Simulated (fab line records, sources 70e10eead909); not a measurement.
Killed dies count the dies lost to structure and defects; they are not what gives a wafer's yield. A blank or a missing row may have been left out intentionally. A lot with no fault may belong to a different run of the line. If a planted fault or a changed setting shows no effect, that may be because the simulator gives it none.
Which of the tools did it? -- flow nand harc -- 72 wafers from 24 lots sampled at 6 of the route's 1159 steps

WHAT THE GAUGES SHOWED, per wafer
NHARC_P_M0_OVL_MEAS_10: pitch 180 nm. Usual: overlay x nm 0.2 nm, standard deviation 0.7; overlay y nm -0.1 nm, standard deviation 0.86.
lot,measured,on,overlay x nm (nm),overlay y nm (nm),flag
L074,day 6 05:45,overlay-01,0.7 1.0 0.7,0.9 1.3 1.0,
L076,day 6 09:36,overlay-01,1.0 0.9 0.8,1.1 0.7 1.1,
L075,day 6 09:48,overlay-02,-0.7 -0.9 -0.9,0.6 0.7 0.1,
L077,day 6 14:41,overlay-01,0.1 0.0 0.6,-0.1 0.2 0.1,
L078,day 6 23:43,overlay-01,-0.2 -0.8 -0.1,1.0 1.3 1.3,
L079,day 7 00:10,overlay-02,-0.9 -1.1 -0.8,-1.2 -1.8 -1.6,
L081,day 7 06:28,overlay-01,0.2 -0.1 0.2,-0.5 -0.1 -0.5,
L080,day 7 06:45,overlay-02,-0.1 0.3 0.3,0.2 -0.6 0.3,
L083,day 8 04:19,overlay-02,0.1 0.4 0.9,-0.7 -0.7 -1.0,
L082,day 8 04:52,overlay-01,0.4 0.6 0.6,-0.1 -0.4 -0.3,
L085,day 8 06:56,overlay-02,1.3 2.0 1.8,-0.9 -0.8 -0.7,
L084,day 8 08:06,overlay-02,0.7 0.3 1.2,0.6 1.1 0.4,
L086,day 9 00:38,overlay-02,0.2 0.7 0.7,-0.4 0.1 -0.5,
L087,day 9 01:10,overlay-02,-0.3 -0.5 -0.6,1.0 0.7 0.6,
L088,day 9 09:22,overlay-01,-0.2 0.4 0.0,-1.9 -1.1 -1.3,
L089,day 9 19:01,overlay-01,0.5 0.2 0.7,-0.4 -0.4 -0.5,
L090,day 9 19:41,overlay-02,1.0 1.1 1.5,-1.5 -0.7 -0.7,
L091,day 10 08:03,overlay-02,0.8 0.2 0.3,0.1 0.0 0.1,
L092,day 10 15:33,overlay-02,-0.6 -0.2 0.2,0.2 -0.6 0.1,
L093,day 10 15:58,overlay-02,0.9 1.0 0.8,-0.9 -0.2 -0.4,
L094,day 10 19:09,overlay-01,-1.0 -1.1 -1.1,0.2 -0.5 0.4,
L095,day 11 00:43,overlay-01,0.7 0.6 0.1,0.7 0.3 0.1,
L096,day 11 06:26,overlay-01,-0.1 -0.2 0.5,-1.9 -2.0 -1.6,
L097,day 12 00:23,overlay-02,-1.4 -0.9 -0.4,1.2 1.0 1.0,

NHARC_P_M1_THK_MEAS_24: measures by xrf. Usual: thk nm 158.4 nm, standard deviation 1.4.
lot,measured,on,thk nm (nm),flag
L074,day 6 12:38,film metro-01,159.2 155.7 159.7,
L076,day 6 16:16,film metro-01,158.1 159.8 158.3,
L075,day 6 16:53,film metro-01,161.9 160.5 158.2,
L077,day 6 21:25,film metro-01,158.7 161.0 160.0,
L078,day 7 06:27,film metro-02,159.4 160.3 159.8,
L079,day 7 06:55,film metro-01,158.6 158.5 158.1,
L081,day 7 14:02,film metro-01,156.7 160.3 157.2,
L080,day 7 14:19,film metro-02,156.5 158.7 158.2,
L083,day 8 10:53,film metro-01,158.7 159.1 156.5,
L082,day 8 11:37,film metro-01,160.9 160.2 158.4,
L085,day 8 13:24,film metro-02,160.0 160.5 159.0,
L084,day 8 15:04,film metro-01,157.0 158.3 158.1,
L086,day 9 07:13,film metro-01,159.4 158.9 156.1,
L087,day 9 08:07,film metro-02,157.0 158.0 158.4,
L088,day 9 16:26,film metro-02,158.7 158.2 160.1,
L089,day 10 01:34,film metro-02,155.6 157.5 157.0,
L090,day 10 02:16,film metro-01,156.7 158.5 155.1,
L091,day 10 14:37,film metro-02,157.4 157.6 156.5,
L092,day 10 22:40,film metro-02,156.9 157.5 157.6,
L093,day 10 22:52,film metro-02,156.2 159.2 157.9,
L094,day 11 01:43,film metro-01,156.6 156.5 157.4,
L095,day 11 07:28,film metro-02,158.7 154.4 157.7,
L096,day 11 13:13,film metro-01,159.7 157.1 158.9,
L097,day 12 07:02,film metro-01,159.9 159.4 156.4,

NHARC_A_ONON_D1_THK_MEAS_30: measures by ellipsometry. Usual: thk nm 1002 nm, standard deviation 9.6.
lot,measured,on,thk nm (nm),flag
L074,day 8 15:28,film metro-02,993 994 992,
L076,day 8 15:16,film metro-01,999 1000 999,
L075,day 8 15:36,film metro-02,1012 1009 1009,
L077,day 8 15:58,film metro-02,1017 1018 1018,
L078,day 9 03:25,film metro-01,1004 1004 1003,
L079,day 9 03:26,film metro-02,1001 1000 1003,
L081,day 9 10:47,film metro-01,984 980 982,
L080,day 9 10:45,film metro-02,996 996 997,
L083,day 10 08:16,film metro-02,1004 1005 1005,
L082,day 10 07:54,film metro-01,1010 1011 1010,
L085,day 10 08:02,film metro-01,995 994 994,
L084,day 10 11:32,film metro-01,1022 1023 1024,
L086,day 11 08:34,film metro-02,1003 1003 1005,
L087,day 11 08:36,film metro-01,986 987 986,
L088,day 11 12:35,film metro-01,995 997 997,
L089,day 11 22:31,film metro-01,1016 1014 1014,
L090,day 11 22:30,film metro-01,1006 1008 1007,
L091,day 12 19:34,film metro-01,1004 1003 1003,
L092,day 12 19:28,film metro-02,986 987 987,
L093,day 12 19:20,film metro-02,1001 1002 1000,
L094,day 12 19:41,film metro-01,1001 1002 1003,
L095,day 13 04:04,film metro-01,998 997 998,
L096,day 13 12:23,film metro-01,999 1002 1001,
L097,day 14 06:11,film metro-02,1007 1006 1009,

EACH LOT AND THE TOOL THAT RAN IT (in order: tool; ch and the chambers of the sampled wafers; start)
lot,NHARC_P_CONTACT_ETCH_36,NHARC_P_M0_STRIP_18,NHARC_P_M2_CMP_23
L074,"rie diel-12 ch 0,1,3, day 6 05:45 or earlier","rie diel-13 ch 0,1,2, day 6 06:13","cmp-04 ch 1,2,3, day 6 16:37"
L076,"rie diel-12 ch 0,1,3, day 6 09:36 or earlier","rie diel-13 ch 0,1,2, day 6 10:06","cmp-04 ch 0,1, day 6 20:07"
L075,"rie diel-12 ch 0,1,2, day 6 09:48 or earlier","rie diel-11 ch 2,3, day 6 10:16","cmp-04 ch 0,1,3, day 6 20:52"
L077,"rie diel-02 ch 2,3, day 6 14:41 or earlier","rie diel-11 ch 1,2, day 6 15:11","cmp-04 ch 0,1, day 7 01:16"
L078,"rie diel-02 ch 0,1,3, day 6 23:43 or earlier","rie diel-11 ch 1,3, day 7 00:13","cmp-04 ch 0,1, day 7 10:19"
L079,"rie diel-05 ch 1,2,3, day 7 00:10 or earlier","rie diel-11 ch 0,1,2, day 7 00:49","cmp-04 ch 0,1,2, day 7 11:05"
L081,"rie diel-12 ch 0,2,3, day 7 06:28 or earlier","rie diel-01 ch 2,3, day 7 06:58","cmp-04 ch 1,2,3, day 7 18:05"
L080,"rie diel-05 ch 0,1, day 7 06:45 or earlier","rie diel-11 ch 0,1, day 7 07:15","cmp-02 ch 0,1,3, day 7 18:11"
L083,"rie diel-12 ch 0,3, day 8 04:19 or earlier","rie diel-11 ch 0,1,2, day 8 04:50","cmp-03 ch 0,2, day 8 15:05"
L082,"rie diel-02 ch 0,2,3, day 8 04:52 or earlier","rie diel-01 ch 1,2, day 8 05:22","cmp-02 ch 0,2,3, day 8 15:38"
L085,"rie diel-12 ch 1,2,3, day 8 06:56 or earlier","rie diel-11 ch 1,2, day 8 07:26","cmp-04 ch 0,1,3, day 8 17:40"
L084,"rie diel-02 ch 0,2,3, day 8 08:06 or earlier","rie diel-11 ch 1,2,3, day 8 08:37","cmp-03 ch 0,2,3, day 8 18:58"
L086,"rie diel-02 ch 0,1,2, day 9 00:38 or earlier","rie diel-01 ch 0,2,3, day 9 01:08","cmp-04 ch 0,1,3, day 9 10:58"
L087,"rie diel-12 ch 2,3, day 9 01:10 or earlier","rie diel-01 ch 0,2,3, day 9 01:40","cmp-02 ch 0,2,3, day 9 11:57"
L088,"rie diel-12 ch 0,1, day 9 09:22 or earlier","rie diel-01 ch 1,2,3, day 9 09:55","cmp-03 ch 0,1,3, day 9 20:26"
L089,"rie diel-02 ch 1,3, day 9 19:01 or earlier","rie diel-13 ch 0,3, day 9 19:29","cmp-02 ch 1,3, day 10 05:30"
L090,"rie diel-05 ch 0,1, day 9 19:41 or earlier","rie diel-01 ch 0,1,2, day 9 20:13","cmp-02 ch 0,1,2, day 10 06:07"
L091,"rie diel-02 ch 0,3, day 10 08:03 or earlier","rie diel-01 ch 1,2,3, day 10 08:34","cmp-03 ch 0,2,3, day 10 18:48"
L092,"rie diel-12 ch 0,1, day 10 15:33 or earlier","rie diel-01 ch 0,2, day 10 16:01","cmp-02 ch 1,2,3, day 11 02:50"
L093,"rie diel-05 ch 0,1, day 10 15:58 or earlier","rie diel-13 ch 0,1,3, day 10 16:28","cmp-03 ch 0,2,3, day 11 03:06"
L094,"rie diel-12 ch 0,2,3, day 10 19:09 or earlier","rie diel-13 ch 0,1,3, day 10 19:37","cmp-02 ch 0,1,3, day 11 05:34"
L095,"rie diel-05 ch 0,1,3, day 11 00:43 or earlier","rie diel-01 ch 1,2,3, day 11 01:15","cmp-04 ch 0,2,3, day 11 11:13"
L096,"rie diel-12 ch 1,2,3, day 11 06:26 or earlier","rie diel-13 ch 0,1,2, day 11 06:59","cmp-03 ch 0,1,2, day 11 17:30"
L097,"rie diel-02 ch 0,3, day 12 00:23 or earlier","rie diel-13 ch 0,1,2, day 12 00:58","cmp-04 ch 0,1, day 12 10:55"
- NHARC_P_CONTACT_ETCH_36: etches the open film in N2/H2, target depth 260 nm, time 406.25 s.
- NHARC_P_M0_STRIP_18: strips in N2/H2.
- NHARC_P_M2_CMP_23: polishes, t overpolish 20 s, target thk 144.3 nm.

WHAT THE TOOLS THEMSELVES READ (means of the sampled wafers that have a number; where no wafer has one, the mark that the record gives instead)
NHARC_P_CONTACT_ETCH_36. Usual: drypump motor current A 5.9 A, standard deviation 0.44; mfc ar sccm 0.010 sccm, standard deviation 0.013; n2 flow sccm 149.9 sccm, standard deviation 0.45; oes product au 0.997 a.u., standard deviation 0.0098; rf fwd power W 399.3 W, standard deviation 1.2; rf vpp V 430.0 V, standard deviation 2.1; showerhead plenum p Torr 2.02 Torr, standard deviation 0.073; throttle valve pct 14.171 %, standard deviation 0.0093.
lot,tool,drypump motor current A (A),mfc ar sccm (sccm),n2 flow sccm (sccm),oes product au (a.u.),rf fwd power W (W),rf vpp V (V),showerhead plenum p Torr (Torr),throttle valve pct (%),flag
L074,rie diel-12,5.8,0.012,150.0,0.999,399.8,429.5,2.02,14.172,
L076,rie diel-12,5.8,0.012,150.1,1.005,399.2,430.1,2.01,14.174,
L075,rie diel-12,5.9,0.019,150.1,1.007,399.1,430.7,2.04,14.180,
L077,rie diel-02,6.3,0.006,150.0,0.996,398.3,430.5,2.02,14.165,
L078,rie diel-02,6.1,0.000,149.7,0.986,400.1,429.1,1.96,14.163,
L079,rie diel-05,5.9,0.010,149.8,1.003,400.9,430.0,2.03,14.178,
L081,rie diel-12,6.2,0.007,150.0,0.996,400.0,431.5,2.06,14.164,
L080,rie diel-05,5.7,0.009,150.3,1.009,399.8,428.8,1.99,14.165,
L083,rie diel-12,6.2,0.000,150.2,0.997,399.5,430.3,2.00,14.183,
L082,rie diel-02,6.0,0.006,150.4,0.998,400.2,428.6,2.01,14.171,
L085,rie diel-12,5.8,0.019,150.0,1.001,399.2,432.1,2.07,14.179,
L084,rie diel-02,6.0,0.006,149.8,0.994,399.3,429.7,2.01,14.177,
L086,rie diel-02,5.8,0.006,149.7,0.994,400.1,429.7,2.01,14.172,
L087,rie diel-12,6.1,0.013,149.6,0.992,399.2,433.0,2.12,14.169,
L088,rie diel-12,5.9,0.012,150.2,1.000,399.9,429.3,1.98,14.172,
L089,rie diel-02,6.1,0.000,149.7,0.994,399.1,429.4,1.97,14.164,
L090,rie diel-05,5.7,0.009,150.2,0.987,400.2,429.6,1.98,14.173,
L091,rie diel-02,6.3,0.000,149.9,0.990,398.4,428.1,1.96,14.173,
L092,rie diel-12,5.9,0.012,150.1,0.995,399.0,429.2,1.98,14.176,
L093,rie diel-05,5.5,0.017,150.2,0.996,400.4,428.7,1.96,14.169,
L094,rie diel-12,6.2,0.007,150.4,0.998,399.1,431.2,2.06,14.166,
L095,rie diel-05,5.6,0.009,149.7,0.989,399.7,428.2,1.97,14.169,
L096,rie diel-12,5.8,0.019,149.9,1.001,398.5,432.3,2.07,14.169,
L097,rie diel-02,6.3,0.000,149.3,0.992,398.8,428.1,1.96,14.161,

NHARC_P_M0_STRIP_18. Usual: drypump motor current A 5.9 A, standard deviation 0.45; mfc ar sccm 0.013 sccm, standard deviation 0.013; n2 flow sccm 150.1 sccm, standard deviation 0.39; oes product au 0.998 a.u., standard deviation 0.0097; rf fwd power W 997 W, standard deviation 3.2; rf vpp V 90.8 V, standard deviation 0.91; showerhead plenum p Torr 2.07 Torr, standard deviation 0.067; throttle valve pct 14.171 %, standard deviation 0.0093.
lot,tool,drypump motor current A (A),mfc ar sccm (sccm),n2 flow sccm (sccm),oes product au (a.u.),rf fwd power W (W),rf vpp V (V),showerhead plenum p Torr (Torr),throttle valve pct (%),flag
L074,rie diel-13,5.7,0.000,150.1,1.005,1000,91.2,2.05,14.170,
L076,rie diel-13,5.7,0.000,150.1,1.003,998,91.2,2.05,14.166,
L075,rie diel-11,6.3,0.018,149.8,1.007,994,91.4,2.05,14.175,
L077,rie diel-11,6.4,0.015,150.2,1.002,1000,90.2,2.04,14.178,
L078,rie diel-11,5.9,0.022,149.9,1.002,998,91.0,2.09,14.171,
L079,rie diel-11,6.2,0.025,150.0,0.995,994,91.5,2.07,14.180,
L081,rie diel-01,5.8,0.009,150.4,0.989,997,90.3,2.11,14.177,
L080,rie diel-11,6.1,0.026,150.1,0.991,996,90.4,2.08,14.174,
L083,rie diel-11,6.2,0.025,150.1,1.004,999,90.6,2.07,14.175,
L082,rie diel-01,6.0,0.004,150.3,0.986,996,91.6,2.15,14.169,
L085,rie diel-11,6.3,0.016,149.9,0.993,997,90.1,2.05,14.177,
L084,rie diel-11,6.2,0.019,150.7,0.995,996,90.3,2.06,14.170,
L086,rie diel-01,5.9,0.008,150.3,0.989,1000,90.6,2.05,14.175,
L087,rie diel-01,5.9,0.008,149.8,0.989,998,90.0,2.05,14.168,
L088,rie diel-01,5.9,0.009,150.2,0.998,996,91.3,2.13,14.168,
L089,rie diel-13,5.1,0.009,150.4,1.011,996,91.6,2.10,14.165,
L090,rie diel-01,6.0,0.003,149.9,0.997,998,91.1,2.08,14.174,
L091,rie diel-01,5.9,0.009,150.1,0.994,997,91.7,2.13,14.178,
L092,rie diel-01,6.0,0.003,150.3,0.983,999,90.6,2.06,14.163,
L093,rie diel-13,5.2,0.009,150.7,1.000,998,91.8,2.11,14.171,
L094,rie diel-13,5.1,0.009,149.9,0.994,997,90.8,2.11,14.180,
L095,rie diel-01,5.9,0.009,149.8,0.994,995,91.1,2.13,14.174,
L096,rie diel-13,5.7,0.000,149.9,1.003,997,90.2,2.05,14.174,
L097,rie diel-13,5.7,0.000,149.5,1.006,998,89.4,2.05,14.177,

NHARC_P_M2_CMP_23. Usual: motor current A 11.4 A, standard deviation 1.3; time to endpoint s 28.6 s, standard deviation 2.8.
lot,tool,motor current A (A),time to endpoint s (s),flag
L074,cmp-04,11.4,27.6,
L076,cmp-04,9.8,24.4,
L075,cmp-04,10.4,24.9,
L077,cmp-04,9.9,25.5,
L078,cmp-04,9.7,27.5,
L079,cmp-04,10.5,32.2,
L081,cmp-04,11.5,29.9,
L080,cmp-02,11.0,27.9,
L083,cmp-03,12.2,34.7,
L082,cmp-02,11.7,28.2,
L085,cmp-04,10.3,28.1,
L084,cmp-03,11.6,33.2,
L086,cmp-04,10.3,25.9,
L087,cmp-02,11.8,30.0,
L088,cmp-03,13.2,28.6,
L089,cmp-02,11.6,28.2,
L090,cmp-02,11.6,32.4,
L091,cmp-03,11.8,31.1,
L092,cmp-02,11.8,27.4,
L093,cmp-03,12.1,31.1,
L094,cmp-02,11.1,26.2,
L095,cmp-04,11.6,26.1,
L096,cmp-03,12.3,30.7,
L097,cmp-04,9.8,26.3,

THE ANSWER, worked out from the rows above alone
Rule: a lot is off if the mean of its wafers that have a number lies more than 3 standard deviations from the usual mean. Also off: a lot with no number at a reading for which 4 or more lots have one. Where the step has rows for the other lots, those lots are counted as sound. After the gauges, taken in route order, come the tools' own readings; for these a lot's mean is taken, as printed above. At the first step where some lot is off, the reading lying furthest off is the one used; lots without a number count as furthest.
No lot is off at any reading shown: from this, nothing can be told.

WHAT THE SIMULATOR PUT IN
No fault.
